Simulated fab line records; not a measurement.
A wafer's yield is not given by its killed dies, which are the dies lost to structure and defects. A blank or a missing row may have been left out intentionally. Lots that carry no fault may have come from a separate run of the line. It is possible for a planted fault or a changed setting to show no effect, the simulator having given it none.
Chamber matching / flow nand-harc / rie-diel-08 running NHARC_A_STAIRCASE_TRIM_12: 4 sister chambers
The step chemistry O2, time 211.2 s. 22 wafers are shown with their chamber, then 11 later ones without.

## WAFERS PAIRED WITH THEIR CHAMBERS
wafer=L075.3; chamber=1; drypump-motor-current-A (A)=6.1; showerhead-plenum-p-Torr (Torr)=3.44; oes-product-au (a.u.)=1.008
wafer=L075.5; chamber=2; drypump-motor-current-A (A)=6.3; showerhead-plenum-p-Torr (Torr)=3.60; oes-product-au (a.u.)=0.989
wafer=L075.6; chamber=1; drypump-motor-current-A (A)=6.1; showerhead-plenum-p-Torr (Torr)=3.44; oes-product-au (a.u.)=1.016
wafer=L074.3; chamber=3; drypump-motor-current-A (A)=6.5; showerhead-plenum-p-Torr (Torr)=3.38; oes-product-au (a.u.)=1.030
wafer=L074.4; chamber=0; drypump-motor-current-A (A)=6.2; showerhead-plenum-p-Torr (Torr)=3.54; oes-product-au (a.u.)=1.010
wafer=L074.6; chamber=2; drypump-motor-current-A (A)=6.3; showerhead-plenum-p-Torr (Torr)=3.60; oes-product-au (a.u.)=0.998
wafer=L078.2; chamber=3; drypump-motor-current-A (A)=6.5; showerhead-plenum-p-Torr (Torr)=3.38; oes-product-au (a.u.)=1.013
wafer=L078.4; chamber=1; drypump-motor-current-A (A)=6.0; showerhead-plenum-p-Torr (Torr)=3.43; oes-product-au (a.u.)=1.003
wafer=L078.5; chamber=0; drypump-motor-current-A (A)=6.2; showerhead-plenum-p-Torr (Torr)=3.54; oes-product-au (a.u.)=1.016
wafer=L080.1; chamber=2; drypump-motor-current-A (A)=6.3; showerhead-plenum-p-Torr (Torr)=3.59; oes-product-au (a.u.)=0.983
wafer=L080.2; chamber=3; drypump-motor-current-A (A)=6.5; showerhead-plenum-p-Torr (Torr)=3.37; oes-product-au (a.u.)=1.026
wafer=L080.3; chamber=1; drypump-motor-current-A (A)=6.1; showerhead-plenum-p-Torr (Torr)=3.43; oes-product-au (a.u.)=1.008
wafer=L084.1; chamber=1; drypump-motor-current-A (A)=6.0; showerhead-plenum-p-Torr (Torr)=3.42; oes-product-au (a.u.)=1.023
wafer=L084.4; chamber=3; drypump-motor-current-A (A)=6.5; showerhead-plenum-p-Torr (Torr)=3.37; oes-product-au (a.u.)=1.035
wafer=L084.5; chamber=1; drypump-motor-current-A (A)=6.1; showerhead-plenum-p-Torr (Torr)=3.43; oes-product-au (a.u.)=1.007
wafer=L083.2; chamber=0; drypump-motor-current-A (A)=6.2; showerhead-plenum-p-Torr (Torr)=3.53; oes-product-au (a.u.)=1.027
wafer=L083.4; chamber=1; drypump-motor-current-A (A)=6.1; showerhead-plenum-p-Torr (Torr)=3.42; oes-product-au (a.u.)=1.026
wafer=L083.6; chamber=0; drypump-motor-current-A (A)=6.2; showerhead-plenum-p-Torr (Torr)=3.53; oes-product-au (a.u.)=1.013
wafer=L085.1; chamber=1; drypump-motor-current-A (A)=6.1; showerhead-plenum-p-Torr (Torr)=3.42; oes-product-au (a.u.)=0.999
wafer=L085.2; chamber=2; drypump-motor-current-A (A)=6.3; showerhead-plenum-p-Torr (Torr)=3.58; oes-product-au (a.u.)=1.010
wafer=L085.4; chamber=0; drypump-motor-current-A (A)=6.2; showerhead-plenum-p-Torr (Torr)=3.53; oes-product-au (a.u.)=1.014
wafer=L086.1; chamber=1; drypump-motor-current-A (A)=6.1; showerhead-plenum-p-Torr (Torr)=3.42; oes-product-au (a.u.)=0.996

SIGNATURES (means of the wafers above)
reading=drypump-motor-current-A; chamber 0=6.200; chamber 1=6.078; chamber 2=6.300; chamber 3=6.500; scatter within a chamber=0.0294
reading=showerhead-plenum-p-Torr; chamber 0=3.5340; chamber 1=3.4278; chamber 2=3.5925; chamber 3=3.3750; scatter within a chamber=0.00764
reading=oes-product-au; chamber 0=1.01600; chamber 1=1.00956; chamber 2=0.99500; chamber 3=1.02600; scatter within a chamber=0.0097
Rule: distance of a wafer from a chamber = root of the sum over the readings of ((wafer's reading minus chamber's mean) / reading's scatter) squared. The wafer belongs to the nearest chamber; if the next one is less than 2 further off, it can't be placed. How the scatter is found: for the shown wafers, subtract from each reading the mean of its chamber, square and add these, divide the total by (wafers less chambers), then take the root.

## WAFERS WHOSE CHAMBER IS MISSING
wafer=L086.3; drypump-motor-current-A (A)=6.3; showerhead-plenum-p-Torr (Torr)=3.58; oes-product-au (a.u.)=1.012
wafer=L086.5; drypump-motor-current-A (A)=6.3; showerhead-plenum-p-Torr (Torr)=3.58; oes-product-au (a.u.)=1.013
wafer=L087.3; drypump-motor-current-A (A)=6.2; showerhead-plenum-p-Torr (Torr)=3.53; oes-product-au (a.u.)=1.010
wafer=L087.5; drypump-motor-current-A (A)=6.1; showerhead-plenum-p-Torr (Torr)=3.42; oes-product-au (a.u.)=1.002
wafer=L087.6; drypump-motor-current-A (A)=6.2; showerhead-plenum-p-Torr (Torr)=3.53; oes-product-au (a.u.)=1.031
wafer=L091.2; drypump-motor-current-A (A)=6.5; showerhead-plenum-p-Torr (Torr)=3.36; oes-product-au (a.u.)=1.037
wafer=L091.3; drypump-motor-current-A (A)=6.3; showerhead-plenum-p-Torr (Torr)=3.58; oes-product-au (a.u.)=1.020
wafer=L091.4; drypump-motor-current-A (A)=6.2; showerhead-plenum-p-Torr (Torr)=3.52; oes-product-au (a.u.)=1.013
wafer=L092.4; drypump-motor-current-A (A)=6.3; showerhead-plenum-p-Torr (Torr)=3.58; oes-product-au (a.u.)=1.032
wafer=L092.5; drypump-motor-current-A (A)=6.3; showerhead-plenum-p-Torr (Torr)=3.52; oes-product-au (a.u.)=1.022
wafer=L092.6; drypump-motor-current-A (A)=6.1; showerhead-plenum-p-Torr (Torr)=3.41; oes-product-au (a.u.)=1.001

## THE CHAMBER EACH PASSED THROUGH
wafer=L086.3; from the rows above=2; in truth=2
wafer=L086.5; from the rows above=2; in truth=2
wafer=L087.3; from the rows above=0; in truth=0
wafer=L087.5; from the rows above=1; in truth=1
wafer=L087.6; from the rows above=0; in truth=0
wafer=L091.2; from the rows above=3; in truth=3
wafer=L091.3; from the rows above=2; in truth=2
wafer=L091.4; from the rows above=0; in truth=0
wafer=L092.4; from the rows above=2; in truth=2
wafer=L092.5; from the rows above=0; in truth=0
wafer=L092.6; from the rows above=1; in truth=1
Correctly placed: 11 of 11. Can't be placed from these rows: 0. Wrongly placed: 0.
